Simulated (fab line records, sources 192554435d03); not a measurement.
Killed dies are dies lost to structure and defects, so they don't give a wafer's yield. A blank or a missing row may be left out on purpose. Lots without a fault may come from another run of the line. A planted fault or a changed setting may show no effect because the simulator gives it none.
fab line records | flow n5_finfet | part 2 of 2: steps 24 to 29 of 29
record lots=5 wafers=15 last_day=17
route steps=1938 shown DUMMY_REMOVAL@377 HKMG_FIN@385
lots that met no fault: from a run of the same line without faults
start_h: hours from the record's first day to the start of the lot's first wafer shown | wait_h: hours since the lot's step before | " the same as in the row above | L1.1+2: a row that stands for several wafers | - no value, or no start given | * or withheld: withheld | < > ~ a bound
route shown NAME@n: a module of which the file shows steps, and the number in the route of the first | usual: mean/standard deviation of fault-free wafers | same: alike in all rows | chamber/n: place in a boat | sites: the reading at each site | _std_site: their standard deviation | _edge_site: outer sites' mean less inner sites' | radius_mm: how far each site lies from the wafer's centre | mask NAME#n: copy n | behind: the tool/chamber that last shaped the wafer | hold: why the lot was held/for how many hours/how that ended | device: the transistor (n, p or np) that didn't switch | end of line: the same wafers' tests at the end of the route | a step without rows: its recipe alone | killed: dies lost to structure and defects at the first sort, not the wafer's yield | map: a wafer's dies, x killed, . not, _ none there
set.NAME: the setting as run; set.NAME@STEP: as run at that earlier step | model.NAME: the simulator's own value behind a step, which no gauge read
lots at some steps of the route; a table a step, a row a wafer
services: from which hour (start_h, from the record's first day; less than 0 if before it) a tool's chamber was out of use, for how many hours, and why
## steps
# step N5_HKMG_FIN_INSPECT_61
# recipe mode=adi inspect_instrument=macro
# usual raw_defect_count=2.0/1.5
# columns lot.wafer tool chamber start_h wait_h raw_defect_count
L077.3 defect_inspect-02 - 91.65 0.0 2
L077.4 " - " " 1
L077.6 " - " " 5
L080.1 defect_inspect-02 - 114.63 0.0 1
L080.3 " - " " 7
L080.4 " - " " 2
L084.1 defect_inspect-02 - 131.61 0.0 3
L084.3 " - " " 0
L084.5 " - " " 3
L085.3 defect_inspect-01 - 139.10 0.0 0
L085.4 " - " " 1
L085.5 " - " " 1
L097.1 defect_inspect-02 - 218.09 0.0 1
L097.3 " - " " 3
L097.6 " - " " 1
# step N5_HKMG_FIN_DESCUM_53
# recipe chemistry=O2 time_s=7.9 source_power_w=50 bias_power_w=20 pressure_mtorr=20 rf_frequency_hz=2.712e+07 temp_c=40 resist=CAR-ArF o2_flow_sccm=225
# usual chamber_pressure_mTorr=20.004/0.018 drypump_motor_current_A=5.6/0.55 oes_product_au=0.83/0.067 rf_vpp_V=243.1/1.3 showerhead_plenum_p_Torr=2.09/0.065 throttle_valve_pct=20.39/0.25
# columns lot.wafer tool chamber start_h wait_h chamber_pressure_mTorr drypump_motor_current_A oes_product_au rf_hours_counter_h rf_vpp_V showerhead_plenum_p_Torr throttle_valve_pct
L077.3 rie_diel-03 3 91.68 0.0 19.997 6.0 0.78 106 242.5 2.10 20.10
L077.4 " 1 " " 20.044 6.1 0.96 12 243.5 2.15 20.15
L077.6 " 2 " " 19.984 5.6 0.97 - 244.2 2.14 19.96
L080.1 rie_diel-06 1 115.21 0.6 20.013 4.8 0.77 139 242.0 2.03 20.68
L080.3 " 2 " " 20.024 5.4 0.84 71 242.5 2.02 20.29
L080.4 " 0 " " 20.018 6.2 0.92 17 241.7 2.04 20.40
L084.1 rie_diel-06 2 131.77 0.2 20.011 5.4 0.83 79 243.2 2.02 20.30
L084.3 " 3 " " 19.978 6.6 0.81 75 243.5 2.13 20.61
L084.5 " 2 " " 20.008 5.4 0.82 - 241.3 2.02 20.30
L085.3 rie_diel-06 3 139.13 0.0 20.013 6.6 0.81 79 243.5 2.13 20.61
L085.4 " 0 " " 20.034 6.2 0.89 25 243.3 2.04 20.41
L085.5 " 0 " " 20.007 6.2 0.89 - 242.7 2.04 20.41
L097.1 rie_diel-03 3 218.14 0.0 19.994 6.0 0.75 145 242.0 2.09 20.15
L097.3 " 2 " " 20.011 5.6 0.86 43 244.4 2.13 20.04
L097.6 " 3 " " 19.995 6.0 0.76 - 244.5 2.09 20.15
# step N5_HKMG_FIN_ETCH_54
# recipe chemistry=CF4 target=SiARC target_depth_a=455 mask_material=CAR-ArF time_s=75.8 ion_energy_ev=80 pressure_mtorr=40 source_w=545 bias_w=36 Ar_flow_sccm=100 cf4_flow_sccm=100 ends=cleared
# usual chamber_pressure_mTorr=40.00/0.037 drypump_motor_current_A=5.6/0.55 etch_rf_on_time_s=76.5/1.9 oes_product_au=0.70/0.056 rf_vpp_V=184.1/1.1 showerhead_plenum_p_Torr=2.14/0.058 throttle_valve_pct=15.55/0.23
# columns lot.wafer tool chamber start_h wait_h chamber_pressure_mTorr drypump_motor_current_A etch_rf_on_time_s oes_product_au rf_hours_counter_h rf_vpp_V showerhead_plenum_p_Torr throttle_valve_pct
L077.3 rie_diel-03 3 91.71 0.0 40.03 6.0 75.7 0.66 106 184.6 2.15 15.30
L077.4 " 1 " " 40.05 6.1 78.5 0.80 12 183.5 2.20 15.33
L077.6 " 2 " " 39.98 5.6 74.8 0.83 - 184.8 2.20 15.16
L080.1 rie_diel-06 1 115.25 0.0 39.99 4.8 75.2 0.65 139 182.5 2.06 15.66
L080.3 " 2 " " 39.93 5.4 77.7 0.72 71 183.6 2.10 15.58
L080.4 " 0 " " 39.95 6.2 75.6 0.77 17 183.7 2.11 15.62
L084.1 rie_diel-06 2 131.80 0.0 39.99 5.4 78.2 0.70 79 184.2 2.10 15.60
L084.3 " 3 " " 40.06 6.6 74.2 0.70 75 182.9 2.17 15.67
L084.5 " 2 " " 40.00 5.4 78.3 0.70 - 183.4 2.10 15.61
L085.3 rie_diel-06 3 139.17 0.0 39.97 6.6 75.6 0.69 79 184.9 2.17 15.66
L085.4 " 0 " " 39.93 6.2 76.1 0.76 25 184.0 2.11 15.63
L085.5 " 0 " " 40.00 6.2 75.9 0.76 - 184.1 2.11 15.62
L097.1 rie_diel-03 3 218.18 0.0 39.97 6.0 74.8 0.64 145 183.8 2.14 15.38
L097.3 " 2 " " 40.06 5.6 76.0 0.73 43 184.1 2.18 15.26
L097.6 " 3 " " 40.00 6.0 74.8 0.64 - 185.9 2.14 15.39
# step N5_HKMG_FIN_ETCH_55
# recipe chemistry=N2/H2 target=SOC target_depth_a=2400 temp_c=40 time_s=300 ion_energy_ev=200 mask_material=SiARC pressure_mtorr=30 source_w=840 bias_w=150 n2_flow_sccm=200 h2_flow_sccm=200
# usual chamber_pressure_mTorr=30.000/0.026 drypump_motor_current_A=5.7/0.55 oes_product_au=0.83/0.066 rf_vpp_V=523.8/2.3 showerhead_plenum_p_Torr=2.54/0.078 throttle_valve_pct=17.75/0.27
# columns lot.wafer tool chamber start_h wait_h chamber_pressure_mTorr drypump_motor_current_A oes_product_au rf_hours_counter_h rf_vpp_V showerhead_plenum_p_Torr throttle_valve_pct
L077.3 rie_diel-03 3 91.77 0.0 29.986 6.0 0.78 107 523.3 2.55 17.68
L077.4 " 1 " " 30.005 6.1 0.94 12 526.1 2.61 17.48
L077.6 " 2 " " 29.973 5.6 0.97 - 526.4 2.60 17.25
L080.1 rie_diel-06 1 115.30 0.0 30.005 4.8 0.76 139 520.6 2.43 17.83
L080.3 " 2 " " 30.003 5.4 0.83 71 522.0 2.47 17.63
L080.4 " 0 " " 30.030 6.3 0.90 17 522.0 2.49 17.74
L084.1 rie_diel-06 2 131.86 0.0 29.992 5.5 0.83 79 521.9 2.46 17.64
L084.3 " 3 " " 30.003 6.6 0.82 76 522.6 2.58 18.05
L084.5 " 2 " " 29.965 5.4 0.83 - 521.5 2.46 17.63
L085.3 rie_diel-06 3 139.22 0.0 29.986 6.6 0.82 79 525.4 2.58 18.05
L085.4 " 0 " " 29.981 6.2 0.90 25 522.7 2.49 17.76
L085.5 " 0 " " 30.002 6.2 0.89 - 522.5 2.49 17.76
L097.1 rie_diel-03 3 218.23 0.0 30.005 6.0 0.74 145 523.0 2.54 17.75
L097.3 " 2 " " 30.060 5.6 0.85 43 524.9 2.58 17.33
L097.6 " 3 " " 30.022 6.0 0.75 - 524.6 2.54 17.73
# step N5_HKMG_FIN_STRIP_56
# recipe chemistry=N2/H2 temp_c=40 n2_flow_sccm=200 h2_flow_sccm=200 rf_frequency_hz=6e+07
# columns lot.wafer tool chamber start_h wait_h
L077.3+4+6 rie_diel-03 3,1,2 91.95 0.1
L080.1+3+4 rie_diel-06 1,2,0 115.48 0.1
L084.1+3+5 rie_diel-06 2,3,2 132.04 0.1
L085.3+4+5 rie_diel-06 3,0,0 139.40 0.1
L097.1+3+6 rie_diel-03 3,2,3 218.41 0.1
# step N5_HKMG_FIN_STRIP_57
# recipe chemistry=CF4 resist=SiARC power_w=300 bias_power_w=75 pressure_mtorr=50 cf4_flow_sccm=150 rf_frequency_hz=6e+07
# usual chamber_pressure_mTorr=50.00/0.048 drypump_motor_current_A=5.6/0.55 oes_product_au=0.82/0.064 rf_vpp_V=271.1/1.4 showerhead_plenum_p_Torr=1.79/0.05 throttle_valve_pct=13.50/0.22
# columns lot.wafer tool chamber start_h wait_h chamber_pressure_mTorr drypump_motor_current_A oes_product_au rf_hours_counter_h rf_vpp_V showerhead_plenum_p_Torr throttle_valve_pct
L077.3 rie_diel-03 3 91.96 0.0 50.03 6.0 0.76 107 271.5 1.80 13.30
L077.4 " 1 " " 50.04 6.1 0.95 13 271.5 1.85 13.25
L077.6 " 2 " " 49.97 5.6 0.96 - 271.3 1.84 13.10
L080.1 rie_diel-06 1 115.49 0.0 49.97 4.8 0.76 139 270.5 1.72 13.66
L080.3 " 2 " " 49.92 5.4 0.85 71 269.3 1.76 13.56
L080.4 " 0 " " 50.03 6.2 0.90 17 269.7 1.77 13.51
L084.1 rie_diel-06 2 132.05 0.0 49.90 5.4 0.83 79 271.4 1.76 13.56
L084.3 " 3 " " 49.98 6.6 0.81 76 271.4 1.81 13.57
L084.5 " 2 " " 49.97 5.4 0.83 - 268.7 1.76 13.54
L085.3 rie_diel-06 3 139.41 0.0 49.99 6.6 0.80 79 271.2 1.81 13.60
L085.4 " 0 " " 50.08 6.2 0.88 25 269.3 1.76 13.54
L085.5 " 0 " " 49.88 6.3 0.89 - 269.3 1.76 13.55
L097.1 rie_diel-03 3 218.42 0.0 49.96 5.9 0.74 145 271.7 1.79 13.38
L097.3 " 2 " " 50.06 5.6 0.84 43 272.2 1.83 13.22
L097.6 " 3 " " 49.98 6.0 0.73 - 272.0 1.79 13.39
## services
# columns tool chamber start_h hours kind
arfi_scanner-02 - 68.04 1.0 pm
arfi_scanner-03 - 73.47 16.7 repair
arfi_scanner-01 - 75.30 6.8 repair
rie_diel-01 0 83.15 5.0 repair
wet_bench-02 - 85.41 0.9 repair
rie_diel-01 0 97.10 6.9 repair
rie_diel-06 - 100.57 14.6 pm
arfi_scanner-03 - 102.06 0.8 pm
arfi_scanner-03 - 103.20 17.3 pm
arfi_scanner-01 - 121.90 1.0 pm
ald_hk-01 - 123.43 0.9 repair
arfi_scanner-03 - 130.06 1.3 pm
rie_diel-06 0 131.05 5.5 repair
rie_diel-05 1 141.67 9.0 repair
arfi_scanner-02 - 152.45 1.3 pm
rie_diel-06 0 162.38 3.7 repair
wet_bench-01 - 174.15 1.6 repair
arfi_scanner-02 - 184.85 0.8 pm
rie_diel-05 3 190.29 7.9 repair
arfi_scanner-02 - 191.10 1.0 pm
arfi_scanner-02 - 192.10 4.9 pm
rie_diel-01 1 194.00 11.3 repair
wet_bench-01 - 197.06 1.9 pm
rie_diel-01 0 197.51 3.7 repair
